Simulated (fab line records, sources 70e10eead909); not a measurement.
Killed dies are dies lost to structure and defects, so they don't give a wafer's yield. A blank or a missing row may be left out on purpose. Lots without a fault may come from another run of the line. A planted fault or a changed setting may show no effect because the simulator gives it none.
Which tool did it? | flow nand_harc | 24 lots, 72 wafers sampled, at 6 steps of a route of 1159

WHAT THE GAUGES READ, wafer by wafer
NHARC_A_SGD_CUT_THK_MEAS_22: measures by ellipsometry. Usual: thk_nm 148.0 nm, standard deviation 1.5.
lot  | measured     | on            | thk_nm (nm)       | flag
L074 | day 14 08:35 | film_metro-01 | 147.1 147.1 146.9 |
L076 | day 14 18:01 | film_metro-02 | 147.0 148.0 146.8 |
L075 | day 14 18:01 | film_metro-01 | 147.0 149.8 146.9 |
L079 | day 15 00:32 | film_metro-01 | 147.2 145.3 147.9 |
L077 | day 15 00:31 | film_metro-02 | 145.9 146.2 149.4 |
L078 | day 15 00:37 | film_metro-02 | 151.6 148.4 147.1 |
L081 | day 15 21:13 | film_metro-01 | 148.9 147.1 147.9 |
L082 | day 15 21:13 | film_metro-01 | 148.8 148.6 151.4 |
L080 | day 16 03:25 | film_metro-01 | 146.9 147.3 146.5 |
L083 | day 16 08:03 | film_metro-01 | 147.9 150.2 150.2 |
L084 | day 16 08:03 | film_metro-02 | 148.9 146.0 149.3 |
L085 | day 17 06:14 | film_metro-01 | 146.2 147.5 145.5 |
L087 | day 17 10:46 | film_metro-02 | 146.7 148.0 145.7 |
L088 | day 17 10:46 | film_metro-01 | 148.8 149.6 148.5 |
L086 | day 17 19:02 | film_metro-01 | 149.0 147.9 148.7 |
L089 | day 17 19:01 | film_metro-02 | 146.8 149.2 146.8 |
L092 | day 18 09:31 | film_metro-02 | 147.6 150.2 147.0 |
L093 | day 18 09:22 | film_metro-01 | 148.0 151.8 146.6 |
L091 | day 18 09:25 | film_metro-01 | 148.2 149.8 149.9 |
L090 | day 18 09:22 | film_metro-02 | 146.4 148.8 149.1 |
L095 | day 19 23:30 | film_metro-01 | 148.1 146.7 149.9 |
L094 | day 19 23:31 | film_metro-01 | 146.3 150.3 151.1 |
L097 | day 19 23:39 | film_metro-01 | 148.6 148.4 145.5 |
L096 | day 19 23:31 | film_metro-02 | 146.0 147.6 145.7 |

WHICH TOOL RAN EACH LOT (tool, then ch and the chambers of the sampled wafers, then the start)
lot  | NHARC_A_STAIRCASE_ETCH_313         | NHARC_A_STAIRCASE_DEP_417       | NHARC_A_STAIRCASE_CMP_450     | NHARC_A_STAIRCASE_CMP_472     | NHARC_A_SGD_CUT_ETCH_15
L074 | rie_diel-12 ch 1,3, day 12 03:38   | pecvd-01 ch 0,2, day 12 07:50   | cmp-04 ch 0,3, day 14 00:13   | cmp-01 ch 2,3, day 14 01:40   | rie_diel-11 ch 1,3, day 14 08:35 or earlier
L076 | rie_diel-12 ch 0,2,3, day 12 06:53 | pecvd-03 ch 0,1,2, day 12 13:08 | cmp-04 ch 0,1,3, day 14 08:43 | cmp-02 ch 2,3, day 14 10:59   | rie_diel-01 ch 1,2, day 14 18:01 or earlier
L075 | rie_diel-08 ch 0,1,3, day 12 12:19 | pecvd-04 ch 0,1,2, day 12 16:36 | cmp-04 ch 0,1,3, day 14 08:10 | cmp-01 ch 0,1,3, day 14 09:40 | rie_diel-06 ch 1,2, day 14 18:01 or earlier
L079 | rie_diel-12 ch 0,1,3, day 12 17:20 | pecvd-04 ch 1,2, day 12 21:25   | cmp-01 ch 0,1,3, day 14 15:55 | cmp-02 ch 0,1,3, day 14 17:32 | rie_diel-01 ch 0,1,3, day 15 00:32 or earlier
L077 | rie_diel-04 ch 1,2,3, day 12 17:44 | pecvd-04 ch 0,1,2, day 12 22:19 | cmp-01 ch 1,2, day 14 15:46   | cmp-01 ch 0,2, day 14 17:25   | rie_diel-11 ch 1,2, day 15 00:31 or earlier
L078 | rie_diel-08 ch 0,1, day 13 01:01   | pecvd-01 ch 0,1, day 13 05:10   | cmp-01 ch 0,3, day 14 16:39   | cmp-01 ch 1,3, day 14 18:13   | rie_diel-06 ch 2,3, day 15 00:37 or earlier
L081 | rie_diel-12 ch 0,1,3, day 13 09:56 | pecvd-04 ch 0,1, day 13 14:01   | cmp-02 ch 0,1,2, day 15 12:23 | cmp-02 ch 0,1,2, day 15 13:57 | rie_diel-01 ch 1,2,3, day 15 21:13 or earlier
L082 | rie_diel-12 ch 1,3, day 13 14:40   | pecvd-01 ch 0,2, day 13 18:45   | cmp-01 ch 1,2,3, day 15 11:42 | cmp-04 ch 0,3, day 15 13:12   | rie_diel-11 ch 1,3, day 15 21:13 or earlier
L080 | rie_diel-04 ch 0,1, day 13 18:48   | pecvd-04 ch 0,1, day 13 22:58   | cmp-02 ch 0,1, day 15 18:49   | cmp-04 ch 1,2,3, day 15 20:19 | rie_diel-01 ch 0,1, day 16 03:25 or earlier
L083 | rie_diel-04 ch 0,2, day 14 02:03   | pecvd-04 ch 0,1,2, day 14 06:28 | cmp-02 ch 0,2, day 15 23:42   | cmp-02 ch 0,2, day 16 01:09   | rie_diel-06 ch 0,1,3, day 16 08:03 or earlier
L084 | rie_diel-04 ch 1,2,3, day 14 03:44 | pecvd-01 ch 1,2, day 14 07:56   | cmp-04 ch 0,2,3, day 15 23:55 | cmp-04 ch 0,3, day 16 01:20   | rie_diel-01 ch 0,1,3, day 16 08:03 or earlier
L085 | rie_diel-12 ch 2,3, day 15 03:40   | pecvd-04 ch 1,2, day 15 07:58   | cmp-01 ch 0,1, day 16 21:10   | cmp-04 ch 0,1,2, day 16 22:43 | rie_diel-11 ch 2,3, day 17 06:14 or earlier
L087 | rie_diel-04 ch 0,3, day 15 07:14   | pecvd-03 ch 0,2, day 15 11:35   | cmp-04 ch 0,1, day 17 01:40   | cmp-02 ch 1,2, day 17 04:10   | rie_diel-01 ch 1,3, day 17 10:46 or earlier
L088 | rie_diel-04 ch 1,2, day 15 07:22   | pecvd-03 ch 0,1, day 15 13:08   | cmp-01 ch 0,3, day 17 01:38   | cmp-01 ch 2,3, day 17 03:29   | rie_diel-06 ch 1,2, day 17 10:46 or earlier
L086 | rie_diel-12 ch 2,3, day 15 10:41   | pecvd-04 ch 0,1, day 15 14:56   | cmp-02 ch 0,3, day 17 08:07   | cmp-01 ch 2,3, day 17 09:39   | rie_diel-01 ch 0,1,3, day 17 19:02 or earlier
L089 | rie_diel-08 ch 0,1,3, day 15 15:22 | pecvd-04 ch 0,1, day 15 19:23   | cmp-01 ch 0,1,2, day 17 07:35 | cmp-02 ch 0,2,3, day 17 09:03 | rie_diel-06 ch 0,1, day 17 19:01 or earlier
L092 | rie_diel-04 ch 0,2,3, day 16 03:47 | pecvd-04 ch 0,1, day 16 09:14   | cmp-04 ch 2,3, day 18 00:55   | cmp-01 ch 1,2,3, day 18 02:25 | rie_diel-11 ch 1,2, day 18 09:31 or earlier
L093 | rie_diel-12 ch 0,3, day 16 05:35   | pecvd-04 ch 0,1,2, day 16 09:50 | cmp-02 ch 1,2,3, day 18 00:31 | cmp-01 ch 0,3, day 18 02:00   | rie_diel-06 ch 0,2,3, day 18 09:22 or earlier
L091 | rie_diel-12 ch 0,1,2, day 16 07:16 | pecvd-04 ch 0,2, day 16 12:47   | cmp-01 ch 0,1,2, day 18 00:29 | cmp-02 ch 0,1,2, day 18 02:01 | rie_diel-01 ch 0,1,2, day 18 09:25 or earlier
L090 | rie_diel-04 ch 0,2,3, day 16 07:31 | pecvd-01 ch 0,1,2, day 16 11:32 | cmp-04 ch 0,1,3, day 18 01:56 | cmp-02 ch 0,2,3, day 18 03:25 | rie_diel-01 ch 2,3, day 18 09:22 or earlier
L095 | rie_diel-08 ch 1,2,3, day 16 21:58 | pecvd-03 ch 0,1,2, day 17 04:13 | cmp-04 ch 0,1,2, day 19 13:02 | cmp-02 ch 0,1,2, day 19 14:33 | rie_diel-01 ch 0,2,3, day 19 23:30 or earlier
L094 | rie_diel-04 ch 0,1,3, day 17 00:19 | pecvd-01 ch 0,1, day 17 04:50   | cmp-02 ch 1,2,3, day 19 13:16 | cmp-01 ch 0,1,3, day 19 14:48 | rie_diel-06 ch 0,2,3, day 19 23:31 or earlier
L097 | rie_diel-12 ch 2,3, day 17 14:07   | pecvd-03 ch 0,2, day 17 18:13   | cmp-04 ch 0,1,3, day 19 14:40 | cmp-02 ch 2,3, day 19 16:14   | rie_diel-01 ch 1,2, day 19 23:39 or earlier
L096 | rie_diel-08 ch 0,2,3, day 17 17:23 | pecvd-01 ch 0,2, day 17 21:52   | cmp-01 ch 0,1,2, day 19 13:20 | cmp-02 ch 0,1,3, day 19 14:54 | rie_diel-11 ch 0,1,2, day 19 23:31 or earlier
- NHARC_A_STAIRCASE_ETCH_313: etches the open film in CF4/CHF3.
- NHARC_A_STAIRCASE_DEP_417: deposits Si3N4, target thk 60 nm.
- NHARC_A_STAIRCASE_CMP_450: polishes SiO2, target thk 200 nm.
- NHARC_A_STAIRCASE_CMP_472: polishes SiO2.
- NHARC_A_SGD_CUT_ETCH_15: etches the open film in CH3F/O2, target depth 75 nm, time 64.3 s.

WHAT THE TOOLS THEMSELVES READ (means of the sampled wafers that have a number; where no wafer has one, the mark that the record gives instead)
NHARC_A_STAIRCASE_ETCH_313. Usual: drypump_motor_current_A 5.67 A, standard deviation 0.29; oes_product_au 0.940 a.u., standard deviation 0.022; rf_fwd_power_W 496.7 W, standard deviation 1.7; rf_vpp_V 371.4 V, standard deviation 1.9; showerhead_plenum_p_Torr 1.60 Torr, standard deviation 0.05; throttle_valve_pct 16.804 %, standard deviation 0.01.
lot  | tool        | drypump_motor_current_A (A) | oes_product_au (a.u.) | rf_fwd_power_W (W) | rf_vpp_V (V) | showerhead_plenum_p_Torr (Torr) | throttle_valve_pct (%) | flag
L074 | rie_diel-12 | 5.71                        | 0.925                 | 496.9              | 370.7        | 1.58                            | 16.812                 |
L076 | rie_diel-12 | 5.47                        | 0.918                 | 495.5              | 372.5        | 1.63                            | 16.803                 |
L075 | rie_diel-08 | 5.68                        | 0.949                 | 493.8              | 371.2        | 1.61                            | 16.802                 |
L079 | rie_diel-12 | 5.60                        | 0.930                 | 496.3              | 371.3        | 1.57                            | 16.808                 |
L077 | rie_diel-04 | 5.84                        | 0.973                 | 496.2              | 371.5        | 1.59                            | 16.805                 |
L078 | rie_diel-08 | 5.53                        | 0.933                 | 495.4              | 372.0        | 1.62                            | 16.804                 |
L081 | rie_diel-12 | 5.57                        | 0.945                 | 497.4              | 370.9        | 1.57                            | 16.811                 |
L082 | rie_diel-12 | 5.72                        | 0.918                 | 496.2              | 370.4        | 1.58                            | 16.809                 |
L080 | rie_diel-04 | 5.60                        | 0.952                 | 497.5              | 372.5        | 1.61                            | 16.806                 |
L083 | rie_diel-04 | 5.93                        | 0.952                 | 496.7              | 371.0        | 1.58                            | 16.807                 |
L084 | rie_diel-04 | 5.84                        | 0.974                 | 497.8              | 370.5        | 1.59                            | 16.799                 |
L085 | rie_diel-12 | 5.31                        | 0.911                 | 495.9              | 373.1        | 1.66                            | 16.807                 |
L087 | rie_diel-04 | 5.69                        | 0.956                 | 496.8              | 370.3        | 1.57                            | 16.808                 |
L088 | rie_diel-04 | 5.97                        | 0.924                 | 498.7              | 371.5        | 1.59                            | 16.807                 |
L086 | rie_diel-12 | 5.41                        | 0.924                 | 496.3              | 373.4        | 1.66                            | 16.803                 |
L089 | rie_diel-08 | 5.68                        | 0.935                 | 495.3              | 371.4        | 1.61                            | 16.798                 |
L092 | rie_diel-04 | 5.81                        | 0.926                 | 495.6              | 369.3        | 1.58                            | 16.802                 |
L093 | rie_diel-12 | 5.36                        | 0.912                 | 495.9              | 371.6        | 1.61                            | 16.807                 |
L091 | rie_diel-12 | 5.73                        | 0.925                 | 497.4              | 370.9        | 1.58                            | 16.805                 |
L090 | rie_diel-04 | 5.82                        | 0.950                 | 497.1              | 370.9        | 1.58                            | 16.802                 |
L095 | rie_diel-08 | 5.79                        | 0.967                 | 497.7              | 372.9        | 1.64                            | 16.805                 |
L094 | rie_diel-04 | 5.64                        | 0.922                 | 496.6              | 371.2        | 1.58                            | 16.794                 |
L097 | rie_diel-12 | 5.31                        | 0.971                 | 496.2              | 373.8        | 1.65                            | 16.799                 |
L096 | rie_diel-08 | 5.63                        | 0.931                 | 494.9              | 371.4        | 1.60                            | 16.809                 |

NHARC_A_STAIRCASE_DEP_417. Usual: heater_power_w 732 W, standard deviation 74; rf_fwd_power_W 449.1 W, standard deviation 1.3.
lot  | tool     | heater_power_w (W) | rf_fwd_power_W (W) | flag
L074 | pecvd-01 | 686                | 449.0              |
L076 | pecvd-03 | 733                | 448.5              |
L075 | pecvd-04 | 755                | 448.1              |
L079 | pecvd-04 | 729                | 448.6              |
L077 | pecvd-04 | 746                | 448.8              |
L078 | pecvd-01 | 738                | 450.2              |
L081 | pecvd-04 | 813                | 449.2              |
L082 | pecvd-01 | 657                | 448.2              |
L080 | pecvd-04 | 819                | 449.4              |
L083 | pecvd-04 | 759                | 449.7              |
L084 | pecvd-01 | 690                | 450.4              |
L085 | pecvd-04 | 764                | 448.7              |
L087 | pecvd-03 | 715                | 449.0              |
L088 | pecvd-03 | 622                | 449.6              |
L086 | pecvd-04 | 758                | 448.1              |
L089 | pecvd-04 | 761                | 447.8              |
L092 | pecvd-04 | 811                | 451.5              |
L093 | pecvd-04 | 771                | 449.4              |
L091 | pecvd-04 | 758                | 447.4              |
L090 | pecvd-01 | 724                | 449.4              |
L095 | pecvd-03 | 707                | 449.5              |
L094 | pecvd-01 | 745                | 448.9              |
L097 | pecvd-03 | 711                | 448.1              |
L096 | pecvd-01 | 615                | 448.7              |

NHARC_A_STAIRCASE_CMP_450. Usual: motor_current_A 12.3 A, standard deviation 1.3; retaining_ring_pressure_frac 1.000, standard deviation 0.0054.
lot  | tool   | motor_current_A (A) | retaining_ring_pressure_frac | flag
L074 | cmp-04 | 12.4                | 1.001                        |
L076 | cmp-04 | 12.5                | 0.999                        |
L075 | cmp-04 | 12.2                | 0.998                        |
L079 | cmp-01 | 12.7                | 1.003                        |
L077 | cmp-01 | 11.8                | 0.999                        |
L078 | cmp-01 | 12.5                | 1.002                        |
L081 | cmp-02 | 12.7                | 1.007                        |
L082 | cmp-01 | 11.9                | 1.002                        |
L080 | cmp-02 | 13.2                | 0.997                        |
L083 | cmp-02 | 12.1                | 1.002                        |
L084 | cmp-04 | 11.6                | 1.003                        |
L085 | cmp-01 | 14.0                | 0.998                        |
L087 | cmp-04 | 12.8                | 1.000                        |
L088 | cmp-01 | 13.8                | 0.998                        |
L086 | cmp-02 | 11.9                | 1.002                        |
L089 | cmp-01 | 12.8                | 1.000                        |
L092 | cmp-04 | 11.1                | 1.005                        |
L093 | cmp-02 | 12.4                | 1.003                        |
L091 | cmp-01 | 12.5                | 1.000                        |
L090 | cmp-04 | 12.2                | 1.002                        |
L095 | cmp-04 | 11.8                | 1.000                        |
L094 | cmp-02 | 12.7                | 1.003                        |
L097 | cmp-04 | 12.3                | 0.999                        |
L096 | cmp-01 | 12.9                | 1.002                        |

NHARC_A_STAIRCASE_CMP_472. Usual: motor_current_A 12.3 A, standard deviation 1.2; retaining_ring_pressure_frac 1.000, standard deviation 0.0048.
lot  | tool   | motor_current_A (A) | retaining_ring_pressure_frac | flag
L074 | cmp-01 | 11.1                | 1.001                        |
L076 | cmp-02 | 12.3                | 1.000                        |
L075 | cmp-01 | 13.1                | 1.000                        |
L079 | cmp-02 | 12.9                | 1.001                        |
L077 | cmp-01 | 12.6                | 0.999                        |
L078 | cmp-01 | 11.6                | 1.000                        |
L081 | cmp-02 | 12.6                | 1.001                        |
L082 | cmp-04 | 11.8                | 1.000                        |
L080 | cmp-04 | 11.4                | 0.998                        |
L083 | cmp-02 | 12.2                | 1.002                        |
L084 | cmp-04 | 12.5                | 0.995                        |
L085 | cmp-04 | 11.9                | 0.996                        |
L087 | cmp-02 | 12.2                | 1.005                        |
L088 | cmp-01 | 11.0                | 1.004                        |
L086 | cmp-01 | 11.4                | 1.002                        |
L089 | cmp-02 | 12.7                | 0.999                        |
L092 | cmp-01 | 11.5                | 1.003                        |
L093 | cmp-01 | 13.6                | 1.002                        |
L091 | cmp-02 | 13.2                | 0.999                        |
L090 | cmp-02 | 12.2                | 1.003                        |
L095 | cmp-02 | 12.7                | 1.003                        |
L094 | cmp-01 | 12.5                | 0.999                        |
L097 | cmp-02 | 12.4                | 1.000                        |
L096 | cmp-02 | 12.4                | 1.001                        |

NHARC_A_SGD_CUT_ETCH_15. Usual: drypump_motor_current_A 5.5 A, standard deviation 0.49; oes_product_au 0.957 a.u., standard deviation 0.019; rf_fwd_power_W 495.8 W, standard deviation 1.7; rf_vpp_V 263.5 V, standard deviation 1.4; showerhead_plenum_p_Torr 2.43 Torr, standard deviation 0.084; throttle_valve_pct 20.664 %, standard deviation 0.0092.
lot  | tool        | drypump_motor_current_A (A) | oes_product_au (a.u.) | rf_fwd_power_W (W) | rf_vpp_V (V) | showerhead_plenum_p_Torr (Torr) | throttle_valve_pct (%) | flag
L074 | rie_diel-11 | 5.8                         | 0.969                 | 497.5              | 263.5        | 2.41                            | 20.664                 |
L076 | rie_diel-01 | 5.2                         | 0.960                 | 495.7              | 263.7        | 2.41                            | 20.662                 |
L075 | rie_diel-06 | 5.5                         | 0.930                 | 497.0              | 263.1        | 2.40                            | 20.664                 |
L079 | rie_diel-01 | 5.3                         | 0.968                 | 495.2              | 263.2        | 2.45                            | 20.668                 |
L077 | rie_diel-11 | 5.3                         | 0.932                 | 498.5              | 264.0        | 2.53                            | 20.661                 |
L078 | rie_diel-06 | 5.5                         | 0.952                 | 496.4              | 261.7        | 2.34                            | 20.659                 |
L081 | rie_diel-01 | 5.3                         | 0.953                 | 496.6              | 264.0        | 2.46                            | 20.668                 |
L082 | rie_diel-11 | 5.4                         | 0.970                 | 497.7              | 263.5        | 2.50                            | 20.665                 |
L080 | rie_diel-01 | 5.3                         | 0.968                 | 496.1              | 262.9        | 2.43                            | 20.671                 |
L083 | rie_diel-06 | 5.8                         | 0.962                 | 496.1              | 262.8        | 2.46                            | 20.662                 |
L084 | rie_diel-01 | 5.3                         | 0.964                 | 495.2              | 263.5        | 2.45                            | 20.667                 |
L085 | rie_diel-11 | 6.0                         | 0.953                 | 494.4              | 263.0        | 2.39                            | 20.666                 |
L087 | rie_diel-01 | 5.1                         | 0.965                 | 494.6              | 263.7        | 2.42                            | 20.669                 |
L088 | rie_diel-06 | 5.5                         | 0.962                 | 495.8              | 263.0        | 2.39                            | 20.658                 |
L086 | rie_diel-01 | 5.2                         | 0.949                 | 496.1              | 262.8        | 2.45                            | 20.672                 |
L089 | rie_diel-06 | 6.0                         | 0.981                 | 496.8              | 265.0        | 2.52                            | 20.657                 |
L092 | rie_diel-11 | 5.6                         | 0.963                 | 496.0              | 263.4        | 2.47                            | 20.672                 |
L093 | rie_diel-06 | 5.4                         | 0.972                 | 495.0              | 262.2        | 2.39                            | 20.668                 |
L091 | rie_diel-01 | 5.4                         | 0.962                 | 495.3              | 263.4        | 2.44                            | 20.671                 |
L090 | rie_diel-01 | 5.3                         | 0.952                 | 497.0              | 264.8        | 2.51                            | 20.661                 |
L095 | rie_diel-01 | 5.4                         | 0.923                 | 495.7              | 263.7        | 2.49                            | 20.652                 |
L094 | rie_diel-06 | 5.4                         | 0.961                 | 497.6              | 263.2        | 2.39                            | 20.664                 |
L097 | rie_diel-01 | 5.2                         | 0.960                 | 495.9              | 263.2        | 2.41                            | 20.660                 |
L096 | rie_diel-11 | 5.7                         | 0.911                 | 496.2              | 264.3        | 2.44                            | 20.655                 |

THE ANSWER, worked out from the rows above alone
Rule: a lot is off if the mean of its wafers that have a number lies more than 3 standard deviations from the usual mean. A lot without any number at a reading at which 4 lots or more have one is off too. The other lots that the step has rows for count as sound. The gauges are gone through in route order, then the tools' own readings, and for those a lot's mean is taken as printed above. The first step at which some lot is off is used, and at that step the reading that is off furthest; a lot without a number counts as furthest.
No lot is off at any reading shown: from this, nothing can be told.

WHAT THE SIMULATOR HAD PUT IN
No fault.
